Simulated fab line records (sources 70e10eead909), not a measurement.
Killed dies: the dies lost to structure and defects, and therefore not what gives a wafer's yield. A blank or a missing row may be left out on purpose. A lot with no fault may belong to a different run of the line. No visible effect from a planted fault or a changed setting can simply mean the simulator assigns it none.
Chamber matching ; flow nand_harc ; pecvd-01 running NHARC_P_M0_PRE_CLEAN_31: 3 sister chambers
The step time 12 s. 3 wafers are shown with their chamber, then 12 later ones without.

WAFERS PAIRED WITH THEIR CHAMBERS
wafer;chamber;heater_power_w (W)
L085.4;1;626
L085.5;2;641
L085.6;0;654

WAFERS WITH NO CHAMBER GIVEN
wafer;heater_power_w (W)
L087.3;685
L087.4;670
L087.6;588
L089.1;542
L089.4;555
L089.6;554
L095.2;609
L095.3;652
L095.6;540
L097.2;602
L097.4;593
L097.5;599

EACH ONE'S CHAMBER
wafer;from the rows above;in truth
L087.3;can't be placed: 0 or 2 or 1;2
L087.4;can't be placed: 0 or 2 or 1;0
L087.6;can't be placed: 1 or 2 or 0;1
L089.1;can't be placed: 1 or 2 or 0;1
L089.4;can't be placed: 1 or 2 or 0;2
L089.6;can't be placed: 1 or 2 or 0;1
L095.2;can't be placed: 1 or 2 or 0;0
L095.3;can't be placed: 0 or 2 or 1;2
L095.6;can't be placed: 1 or 2 or 0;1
L097.2;can't be placed: 1 or 2 or 0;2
L097.4;can't be placed: 1 or 2 or 0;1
L097.5;can't be placed: 1 or 2 or 0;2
Correctly placed: 0 of 12. Cannot be placed on the basis of these rows: 12; the candidates contain the true chamber in 12. Placed wrongly: 0.
How it was worked out, from the rows above alone: a wafer's distance from a chamber is the root of the sum, over the readings, of the square of ((its reading less the chamber's mean) divided by the reading's scatter). The wafer belongs to the nearest chamber; if the next one is less than 2 further off, it can't be placed. Each chamber's mean is taken over the wafers shown for it. The scatter (one wafer shown for each chamber): square how far every hidden wafer sits from the nearest shown wafer, average those squares and take the square root.
